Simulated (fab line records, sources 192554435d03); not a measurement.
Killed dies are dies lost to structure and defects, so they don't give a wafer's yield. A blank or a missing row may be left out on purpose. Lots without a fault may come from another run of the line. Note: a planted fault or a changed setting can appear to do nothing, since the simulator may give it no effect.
The tool behind it: which one?    flow n5 finfet    24 lots with 72 wafers sampled at 5 steps, on a route of 1938 steps

## WHAT EACH GAUGE READ, for each wafer
N5_BEOL_M1_THK_MEAS_01. Usual: M1_ILD_THK gives 79.1 nm (standard deviation 1.1).
lot   measured      on             M1_ILD_THK (nm)  flag
L074  day 6 01:17   film metro-02  81.6 81.4 78.8   
L075  day 6 04:25   film metro-01  78.6 79.4 80.6   
L076  day 6 08:43   film metro-02  78.0 81.3 80.0   
L077  day 6 19:19   film metro-01  77.5 77.0 79.4   
L078  day 7 01:42   film metro-01  79.1 80.3 79.3   
L079  day 7 08:00   film metro-01  77.3 79.1 79.5   
L080  day 7 13:26   film metro-02  79.4 80.8 79.9   
L081  day 7 22:47   film metro-02  78.4 79.3 79.5   
L082  day 8 02:15   film metro-01  78.1 78.2 77.9   
L083  day 8 08:58   film metro-02  79.8 77.8 81.0   
L084  day 8 11:30   film metro-02  78.3 77.6 78.5   
L085  day 9 01:05   film metro-02  79.0 81.1 79.2   
L086  day 9 01:32   film metro-02  78.6 79.8 80.9   
L087  day 9 09:56   film metro-02  78.3 79.7 77.9   
L088  day 9 14:05   film metro-01  80.0 80.8 79.1   
L089  day 9 21:05   film metro-02  78.2 79.0 80.4   
L090  day 10 01:38  film metro-02  79.5 79.0 80.2   
L091  day 10 04:26  film metro-02  76.8 78.9 78.6   
L093  day 10 12:17  film metro-01  79.2 78.9 80.2   
L092  day 10 12:40  film metro-01  78.5 79.0 79.4   
L094  day 11 04:57  film metro-01  79.1 78.5 79.6   
L095  day 11 11:31  film metro-01  77.2 77.9 78.1   
L096  day 11 11:59  film metro-01  78.4 76.5 76.9   
L097  day 12 00:08  film metro-01  79.0 80.5 78.9   

N5_BEOL_M1_CD_MEAS_18: pitch 36 nm, target cd 18 nm. Usual: cd nm 18.1 nm, standard deviation 0.35.
lot   measured      on         cd nm (nm)      flag
L074  day 6 03:16   cd sem-03  18.3 18.0 17.6  
L075  day 6 07:36   cd sem-01  18.2 17.9 17.5  
L076  day 6 11:04   cd sem-03  18.6 17.9 18.3  
L077  day 6 22:35   cd sem-01  18.6 18.6 18.4  
L078  day 7 03:01   cd sem-02  18.3 18.2 18.8  
L079  day 7 09:38   cd sem-03  17.8 18.1 17.9  
L080  day 7 18:20   cd sem-03  17.9 18.0 18.1  
L081  day 8 00:07   cd sem-03  17.9 17.8 18.0  
L082  day 8 05:38   cd sem-02  18.1 18.2 18.5  
L083  day 8 11:46   cd sem-01  18.0 18.2 18.2  
L084  day 8 13:52   cd sem-01  18.0 18.1 17.7  
L085  day 9 03:19   cd sem-01  18.3 18.2 18.3  
L086  day 9 03:34   cd sem-02  18.5 17.6 18.1  
L087  day 9 12:15   cd sem-03  17.6 17.5 17.6  
L088  day 9 16:25   cd sem-01  18.4 18.0 18.6  
L089  day 9 22:09   cd sem-01  18.0 18.4 18.1  
L090  day 10 04:18  cd sem-01  18.3 18.0 17.2  
L091  day 10 06:02  cd sem-02  18.6 18.7 18.1  
L093  day 10 14:12  cd sem-03  17.7 18.2 17.8  
L092  day 10 14:36  cd sem-01  17.9 18.9 18.3  
L094  day 11 07:29  cd sem-01  18.3 17.9 17.9  
L095  day 11 13:55  cd sem-01  18.5 18.6 18.3  
L096  day 11 14:04  cd sem-02  18.3 17.5 17.7  
L097  day 12 02:23  cd sem-01  18.0 17.9 18.1  

## EACH LOT AND THE TOOL THAT RAN IT (in order: tool; ch and the chambers of the sampled wafers; start)
lot   N5_BEOL_M0_PRE_CLEAN_131          N5_BEOL_M1_ETCH_63                  N5_BEOL_M1_HM_OPEN_17
L074  cvd co-01 ch 0,1,2, day 6 00:57   rie diel-02 ch 0,1,2, day 6 02:53   rie metal-01 ch 0,1, day 6 03:06
L075  cvd co-01 ch 0,1, day 6 04:04     rie diel-06 ch 0,1,2, day 6 07:00   rie metal-03 ch 0,1, day 6 07:12
L076  cvd co-01 ch 0,1,2, day 6 08:22   rie diel-02 ch 1,2,3, day 6 10:41   rie metal-01 ch 0,1, day 6 10:54
L077  cvd co-02 ch 1,2, day 6 18:57     rie diel-01 ch 0,1,3, day 6 22:12   rie metal-01 ch 0,1, day 6 22:24
L078  cvd co-02 ch 0,1, day 7 01:18     rie diel-01 ch 0,2,3, day 7 02:31   rie metal-03 ch 0,1, day 7 02:43
L079  cvd co-02 ch 0,2, day 7 07:38     rie diel-02 ch 0,2,3, day 7 09:09   rie metal-03 ch 0,1, day 7 09:23
L080  cvd co-02 ch 0,2, day 7 13:02     rie diel-02 ch 0,1, day 7 17:57     rie metal-01 ch 0,1, day 7 18:09
L081  cvd co-01 ch 1,2, day 7 22:26     rie diel-02 ch 2,3, day 7 23:44     rie metal-02 ch 0,1, day 7 23:56
L082  cvd co-01 ch 0,1, day 8 01:49     rie diel-06 ch 0,1,2, day 8 05:08   rie metal-02 ch 0,1, day 8 05:20
L083  cvd co-02 ch 0,1,2, day 8 08:34   rie diel-06 ch 1,2,3, day 8 11:17   rie metal-01 ch 0,1, day 8 11:29
L084  cvd co-01 ch 0,1, day 8 11:05     rie diel-01 ch 0,1,3, day 8 13:29   rie metal-01 ch 0,1, day 8 13:41
L085  cvd co-02 ch 0,1,2, day 9 00:44   rie diel-01 ch 2,3, day 9 02:56     rie metal-03 ch 0,1, day 9 03:10
L086  cvd co-01 ch 1,2, day 9 01:10     rie diel-06 ch 1,2, day 9 03:06     rie metal-01 ch 0, day 9 03:17
L087  cvd co-01 ch 0,1,2, day 9 09:34   rie diel-02 ch 2,3, day 9 11:52     rie metal-03 ch 0,1, day 9 12:04
L088  cvd co-02 ch 1,2, day 9 13:43     rie diel-06 ch 0,3, day 9 15:59     rie metal-03 ch 0,1, day 9 16:13
L089  cvd co-01 ch 0,1,2, day 9 20:43   rie diel-06 ch 0,2,3, day 9 21:46   rie metal-03 ch 0,1, day 9 22:00
L090  cvd co-01 ch 0,2, day 10 01:17    rie diel-06 ch 0,3, day 10 03:55    rie metal-03 ch 0,1, day 10 04:07
L091  cvd co-01 ch 1,2, day 10 04:00    rie diel-01 ch 0,1, day 10 05:40    rie metal-01 ch 0,1, day 10 05:51
L093  cvd co-02 ch 0,1,2, day 10 11:55  rie diel-06 ch 0,2, day 10 13:49    rie metal-01 ch 0,1, day 10 14:01
L092  cvd co-02 ch 0,2, day 10 12:14    rie diel-06 ch 0,1,2, day 10 14:03  rie metal-03 ch 0, day 10 14:14
L094  cvd co-02 ch 1,2, day 11 04:36    rie diel-02 ch 1,2,3, day 11 07:06  rie metal-03 ch 0,1, day 11 07:18
L095  cvd co-01 ch 0,2, day 11 11:10    rie diel-01 ch 0,1, day 11 13:26    rie metal-02 ch 0,1, day 11 13:38
L096  cvd co-02 ch 0,1,2, day 11 11:37  rie diel-01 ch 0,1,3, day 11 13:40  rie metal-01 ch 0,1, day 11 13:52
L097  cvd co-02 ch 0,1, day 11 23:47    rie diel-06 ch 0,2, day 12 02:01    rie metal-02 ch 0,1, day 12 02:12
- N5_BEOL_M0_PRE_CLEAN_131: time 15 s.
- N5_BEOL_M1_ETCH_63: etches SiARC in CF4, target depth 15.6 nm, time 26 s.
- N5_BEOL_M1_HM_OPEN_17: chemistry Cl2/BCl3, target TiN, target depth 20 nm, overetch 6 nm.

## WHAT THE TOOLS THEMSELVES READ (means of the sampled wafers that have a number; where no wafer has one, the mark that the record gives instead)
N5_BEOL_M0_PRE_CLEAN_131. Usual: heater power w 88 W, standard deviation 18.
lot   tool       heater power w (W)  flag
L074  cvd co-01  73                  
L075  cvd co-01  67                  
L076  cvd co-01  73                  
L077  cvd co-02  108                 
L078  cvd co-02  91                  
L079  cvd co-02  111                 
L080  cvd co-02  113                 
L081  cvd co-01  80                  
L082  cvd co-01  68                  
L083  cvd co-02  102                 
L084  cvd co-01  69                  
L085  cvd co-02  103                 
L086  cvd co-01  79                  
L087  cvd co-01  75                  
L088  cvd co-02  107                 
L089  cvd co-01  74                  
L090  cvd co-01  75                  
L091  cvd co-01  80                  
L093  cvd co-02  103                 
L092  cvd co-02  108                 
L094  cvd co-02  109                 
L095  cvd co-01  77                  
L096  cvd co-02  104                 
L097  cvd co-02  92                  

N5_BEOL_M1_ETCH_63. Usual: drypump motor current A 5.7 A, standard deviation 0.4; etch rf on time s 25.8 s, standard deviation 0.61; oes product au 0.67 a.u., standard deviation 0.079; rf vpp V 184.1 V, standard deviation 1.2; showerhead plenum p Torr 2.14 Torr, standard deviation 0.063; throttle valve pct 15.60 %, standard deviation 0.26.
lot   tool         drypump motor current A (A)  etch rf on time s (s)  oes product au (a.u.)  rf vpp V (V)  showerhead plenum p Torr (Torr)  throttle valve pct (%)  flag
L074  rie diel-02  5.6                          26.0                   0.63                   183.7         2.10                             15.68                   
L075  rie diel-06  5.5                          26.2                   0.60                   183.6         2.15                             15.72                   
L076  rie diel-02  5.8                          26.5                   0.62                   184.0         2.13                             15.55                   
L077  rie diel-01  5.9                          25.8                   0.73                   183.6         2.18                             15.59                   
L078  rie diel-01  5.6                          25.6                   0.68                   184.4         2.19                             15.60                   
L079  rie diel-02  6.0                          26.4                   0.60                   183.4         2.12                             15.84                   
L080  rie diel-02  5.4                          25.5                   0.64                   183.1         2.04                             15.56                   
L081  rie diel-02  6.0                          26.6                   0.60                   183.9         2.18                             15.72                   
L082  rie diel-06  5.5                          26.0                   0.59                   185.1         2.14                             15.74                   
L083  rie diel-06  5.4                          25.5                   0.65                   184.2         2.17                             15.60                   
L084  rie diel-01  5.9                          26.3                   0.71                   184.6         2.18                             15.60                   
L085  rie diel-01  5.8                          25.7                   0.68                   184.9         2.20                             15.50                   
L086  rie diel-06  5.3                          25.7                   0.58                   183.7         2.14                             15.71                   
L087  rie diel-02  6.0                          26.7                   0.59                   184.8         2.17                             15.75                   
L088  rie diel-06  5.6                          25.3                   0.78                   184.4         2.15                             15.33                   
L089  rie diel-06  5.5                          25.0                   0.73                   184.5         2.16                             15.52                   
L090  rie diel-06  5.6                          25.1                   0.76                   183.9         2.15                             15.34                   
L091  rie diel-01  5.7                          25.9                   0.69                   184.2         2.14                             15.74                   
L093  rie diel-06  5.7                          25.5                   0.73                   183.4         2.14                             15.52                   
L092  rie diel-06  5.5                          25.4                   0.76                   183.2         2.14                             15.45                   
L094  rie diel-02  5.8                          26.7                   0.60                   184.4         2.11                             15.63                   
L095  rie diel-01  5.7                          26.1                   0.68                   184.0         2.14                             15.75                   
L096  rie diel-01  5.9                          26.2                   0.69                   184.6         2.17                             15.64                   
L097  rie diel-06  5.7                          25.6                   0.71                   184.7         2.14                             15.54                   

N5_BEOL_M1_HM_OPEN_17. Usual: drypump motor current A 5.4 A, standard deviation 0.35; oes product au 0.67 a.u., standard deviation 0.095; throttle valve pct 22.2 %, standard deviation 0.4.
lot   tool          drypump motor current A (A)  oes product au (a.u.)  throttle valve pct (%)  flag
L074  rie metal-01  5.1                          0.56                   22.3                    
L075  rie metal-03  5.4                          0.70                   22.4                    
L076  rie metal-01  5.0                          0.61                   22.0                    
L077  rie metal-01  5.1                          0.57                   22.3                    
L078  rie metal-03  5.5                          0.73                   22.5                    
L079  rie metal-03  5.5                          0.73                   22.5                    
L080  rie metal-01  5.1                          0.56                   22.3                    
L081  rie metal-02  6.1                          0.61                   22.2                    
L082  rie metal-02  6.0                          0.69                   21.9                    
L083  rie metal-01  5.1                          0.56                   22.3                    
L084  rie metal-01  5.1                          0.60                   21.9                    
L085  rie metal-03  5.4                          0.68                   22.4                    
L086  rie metal-01  5.0                          0.65                   21.6                    
L087  rie metal-03  5.4                          0.68                   22.4                    
L088  rie metal-03  5.5                          0.71                   22.5                    
L089  rie metal-03  5.5                          0.71                   22.5                    
L090  rie metal-03  5.4                          0.66                   22.4                    
L091  rie metal-01  5.1                          0.70                   21.9                    
L093  rie metal-01  5.1                          0.76                   22.0                    
L092  rie metal-03  5.6                          0.74                   22.6                    
L094  rie metal-03  5.5                          0.70                   22.5                    
L095  rie metal-02  6.0                          0.77                   21.8                    
L096  rie metal-01  5.1                          0.68                   21.9                    
L097  rie metal-02  6.1                          0.78                   22.1                    

## THE ANSWER, worked out from the rows above alone
Rule: take the mean of a lot's wafers that have a number; if it is more than 3 standard deviations from the usual mean, the lot is off. Also off: a lot with no number at a reading for which 4 or more lots have one. Any other lot the step has rows for is counted as sound. Order of review: gauges by route order, followed by the tools' own readings, for which a lot's mean as printed above is used. At the first step where some lot is off, the reading lying furthest off is the one used; lots without a number count as furthest.
No lot is off on any of the readings shown, so nothing can be concluded from this.

## WHAT THE SIMULATOR HAD PUT IN
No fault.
